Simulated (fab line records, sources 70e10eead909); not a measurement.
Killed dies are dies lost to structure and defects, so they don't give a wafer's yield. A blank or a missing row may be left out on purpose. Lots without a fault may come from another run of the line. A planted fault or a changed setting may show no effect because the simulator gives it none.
Which tool did it? | flow nand_harc | 14 lots, 42 wafers sampled, at 4 steps of a route of 1159

WHAT THE GAUGES READ, wafer by wafer
NHARC_END_SORT_01. Usual: killed_at_array 29, standard deviation 11; killed_at_other 0.6, standard deviation 0.92; killed_at_periphery 3.2, standard deviation 2; killed_dies 33, standard deviation 11; killed_open 3.2, standard deviation 2; killed_short 1.9, standard deviation 1.5.
lot  | measured     | on        | killed_at_array | killed_at_other | killed_at_periphery | killed_dies | killed_open | killed_short | flag
L603 | day 21 14:29 | prober-01 | 46 58 43        | 1 2 0           | 5 4 3               | 52 64 46    | 4 10 5      | 4 3 1        |
L606 | day 21 20:42 | prober-01 | 28 27 36        | 2 0 0           | 3 6 6               | 33 33 42    | 3 5 5       | 0 3 1        |
L608 | day 22 07:37 | prober-01 | 45 45 35        | 0 0 0           | 6 2 1               | 51 47 36    | 4 2 7       | 1 3 1        |
L607 | day 22 06:48 | prober-02 | 26 25 28        | 0 0 0           | 5 2 4               | 31 27 32    | 6 1 1       | 1 3 1        |
L605 | day 22 16:13 | prober-01 | 29 28 37        | 0 0 0           | 7 4 4               | 36 32 41    | 8 7 6       | 2 2 1        |
L617 | day 25 03:21 | prober-01 | 130 138 93      | 1 1 1           | 3 1 2               | 134 140 96  | 5 4 2       | 4 0 4        | OFF
L616 | day 24 20:20 | prober-01 | 115 98 125      | 0 0 0           | 1 3 4               | 116 101 129 | 2 2 6       | 0 2 2        | OFF

WHICH TOOL RAN EACH LOT (tool, then ch and the chambers of the sampled wafers, then the start)
lot  | NHARC_A_STAIRCASE_ALD_420        | NHARC_THIN_TSV_ETCH_15           | NHARC_THIN_TSV_PRE_CLEAN_50
L596 | ald_hk-03 ch 0,2, day 12 11:43   | rie_si-05 ch 1,3, day 18 17:14   | pvd_sputter-03, no start
L597 | ald_hk-02 ch 1,2,3, day 12 12:02 | rie_si-05 ch 0,3, day 19 04:13   | pvd_sputter-01, no start
L598 | ald_hk-03 ch 0,1, day 12 23:30   | rie_si-05 ch 0,1,3, day 19 06:47 | pvd_sputter-03, no start
L599 | ald_hk-01 ch 1,2, day 12 23:31   | rie_si-02 ch 0,1,3, day 19 05:19 | pvd_sputter-01, no start
L600 | ald_hk-02 ch 0,2,3, day 13 09:46 | rie_si-03 ch 0,1,2, day 19 23:26 | pvd_sputter-01, no start
L602 | ald_hk-03 ch 2,3, day 13 23:32   | rie_si-05 ch 0,3, day 20 13:21   | pvd_sputter-02, no start
L601 | ald_hk-02 ch 1,2, day 13 23:32   | rie_si-03 ch 1,2, day 20 14:32   | pvd_sputter-01, no start
L603 | ald_hk-01 ch 0,1,2, day 14 11:35 | rie_si-03 ch 1,2, day 20 20:26   | pvd_sputter-01, day 21 14:29 or earlier
L606 | ald_hk-03 ch 0,1, day 15 03:05   | rie_si-03 ch 0,1,2, day 21 05:17 | pvd_sputter-01, day 21 20:42 or earlier
L608 | ald_hk-03 ch 2,3, day 15 08:35   | rie_si-03 ch 1,2,3, day 21 17:54 | pvd_sputter-01, day 22 07:37 or earlier
L607 | ald_hk-01 ch 0,1,3, day 15 08:35 | rie_si-02 ch 0,2, day 21 16:50   | pvd_sputter-03, day 22 06:48 or earlier
L605 | ald_hk-02 ch 1,2,3, day 15 20:52 | rie_si-03 ch 0,2,3, day 22 01:11 | pvd_sputter-01, day 22 16:13 or earlier
L617 | ald_hk-02 ch 0,1,3, day 17 16:49 | rie_si-03 ch 0,1,3, day 24 08:46 | pvd_sputter-01, day 25 03:21 or earlier
L616 | ald_hk-02 ch 0,2,3, day 18 01:21 | rie_si-02 ch 0,2,3, day 24 03:46 | pvd_sputter-02, day 24 20:20 or earlier
- NHARC_A_STAIRCASE_ALD_420: deposits SiO2, target thk 20 nm, pulse time 6 s, ald cycles 200.
- NHARC_THIN_TSV_ETCH_15: target depth 3000 nm, bosch target overetch cycles 2, bosch etch step 2.8 s.
- NHARC_THIN_TSV_PRE_CLEAN_50: time 30 s.

WHAT THE TOOLS THEMSELVES READ (means of the sampled wafers that have a number; where no wafer has one, the mark that the record gives instead)
NHARC_A_STAIRCASE_ALD_420. Usual: heater_power_w 457 W, standard deviation 38; precursor_pulse_height_rel 1.002, standard deviation 0.02.
lot  | tool      | heater_power_w (W) | precursor_pulse_height_rel | flag
L596 | ald_hk-03 | 434                | 1.033                      |
L597 | ald_hk-02 | 439                | 0.998                      |
L598 | ald_hk-03 | 487                | 0.995                      |
L599 | ald_hk-01 | 473                | 0.977                      |
L600 | ald_hk-02 | 460                | 0.989                      |
L602 | ald_hk-03 | 455                | 1.000                      |
L601 | ald_hk-02 | 440                | 1.026                      |
L603 | ald_hk-01 | 450                | 0.989                      |
L606 | ald_hk-03 | 500                | 1.014                      |
L608 | ald_hk-03 | 441                | 1.010                      |
L607 | ald_hk-01 | 427                | 1.018                      |
L605 | ald_hk-02 | 438                | 1.023                      |
L617 | ald_hk-02 | 461                | 0.997                      |
L616 | ald_hk-02 | 462                | 1.010                      |

NHARC_THIN_TSV_ETCH_15. Usual: drypump_motor_current_A 5.5 A, standard deviation 0.52; he_backside_leak_sccm 2.63 sccm, standard deviation 0.21.
lot  | tool      | drypump_motor_current_A (A) | he_backside_leak_sccm (sccm) | flag
L596 | rie_si-05 | 6.1                         | 2.70                         |
L597 | rie_si-05 | 6.0                         | 2.66                         |
L598 | rie_si-05 | 6.0                         | 2.55                         |
L599 | rie_si-02 | 5.7                         | 2.64                         |
L600 | rie_si-03 | 5.1                         | 3.06                         |
L602 | rie_si-05 | 6.0                         | 2.70                         |
L601 | rie_si-03 | 4.7                         | 2.71                         |
L603 | rie_si-03 | 4.7                         | 2.45                         |
L606 | rie_si-03 | 5.1                         | 2.47                         |
L608 | rie_si-03 | 5.0                         | 2.66                         |
L607 | rie_si-02 | 5.7                         | 2.46                         |
L605 | rie_si-03 | 5.4                         | 2.65                         |
L617 | rie_si-03 | 5.3                         | 2.95                         |
L616 | rie_si-02 | 5.5                         | 2.47                         |

NHARC_THIN_TSV_PRE_CLEAN_50. Usual: heater_power_w 406 W, standard deviation 43.
lot  | tool           | heater_power_w (W) | flag
L596 | pvd_sputter-03 | 491                |
L597 | pvd_sputter-01 | 405                |
L598 | pvd_sputter-03 | 468                |
L599 | pvd_sputter-01 | 380                |
L600 | pvd_sputter-01 | 386                |
L602 | pvd_sputter-02 | 404                |
L601 | pvd_sputter-01 | 377                |
L603 | pvd_sputter-01 | 370                |
L606 | pvd_sputter-01 | 372                |
L608 | pvd_sputter-01 | 397                |
L607 | pvd_sputter-03 | 444                |
L605 | pvd_sputter-01 | 390                |
L617 | pvd_sputter-01 | 386                |
L616 | pvd_sputter-02 | 374                |

THE ANSWER, worked out from the rows above alone
Rule: a lot is off if the mean of its wafers that have a number lies more than 3 standard deviations from the usual mean. A lot without any number at a reading at which 4 lots or more have one is off too. The other lots that the step has rows for count as sound. The gauges are gone through in route order, then the tools' own readings, and for those a lot's mean is taken as printed above. The first step at which some lot is off is used, and at that step the reading that is off furthest; a lot without a number counts as furthest.
Off: L617, L616, at NHARC_END_SORT_01 (killed_at_array). Neither off nor sound, because the step has no rows for them: L596, L597, L598, L599, L600, L602, L601.
A tool fits if, at a process step before that reading, it ran every lot that is off, and no sound lot after the first of them. The gauges at NHARC_END_SORT_01 are tried like those tools. NHARC_THIN_TSV_PRE_CLEAN_50 gives no start for some lots, so the hours and the order of its lots are those of NHARC_END_SORT_01. Can't be told from this: 2 tools fit, ald_hk-02 at NHARC_A_STAIRCASE_ALD_420, prober-01 at NHARC_END_SORT_01.

WHAT THE SIMULATOR HAD PUT IN
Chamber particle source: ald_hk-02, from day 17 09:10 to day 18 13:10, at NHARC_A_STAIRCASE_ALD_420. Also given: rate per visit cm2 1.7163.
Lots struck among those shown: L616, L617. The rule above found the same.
